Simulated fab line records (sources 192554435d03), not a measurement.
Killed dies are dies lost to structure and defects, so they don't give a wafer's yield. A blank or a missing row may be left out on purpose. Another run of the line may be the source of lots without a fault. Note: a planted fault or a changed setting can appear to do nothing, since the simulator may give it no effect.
Matching of chambers    flow n5-finfet    4 sister chambers for N5_MOL_CONTACT_COAG_DESCUM_45 on rie-diel-03
The step chemistry O2, time 7 s. 4 wafers are shown with their chamber, then 8 later ones without.

== WAFERS PAIRED WITH THEIR CHAMBERS ==
wafer   chamber  showerhead-plenum-p-Torr (Torr)
L083.1  3        2.17
L083.2  0        2.21
L087.2  1        2.09
L091.2  2        2.08

== WAFERS WITHOUT THEIR CHAMBER ==
wafer   showerhead-plenum-p-Torr (Torr)
L091.3  2.09
L091.4  2.09
L092.1  2.17
L092.2  2.20
L092.5  2.08
L094.2  2.20
L094.5  2.17
L094.6  2.08

== THE CHAMBER EACH PASSED THROUGH ==
wafer   from the rows above  in truth
L091.3  1                    1
L091.4  1                    1
L092.1  3                    3
L092.2  0                    0
L092.5  2                    2
L094.2  0                    0
L094.5  3                    3
L094.6  2                    2
Placed correctly: 8 of 8. From these rows, 0 cannot be placed. Wrongly placed: 0.
How it was worked out, from the rows above alone: a wafer's distance from a chamber is the root of the sum, over the readings, of the square of ((its reading less the chamber's mean) divided by the reading's scatter). If the next closest chamber is less than 2 further off than the closest, the wafer can't be placed; otherwise it belongs to the closest. The mean given for a chamber averages the wafers shown for that chamber. The scatter: with one shown wafer a chamber, the root of the mean of the squares of how far each hidden wafer lies from its nearest shown one.
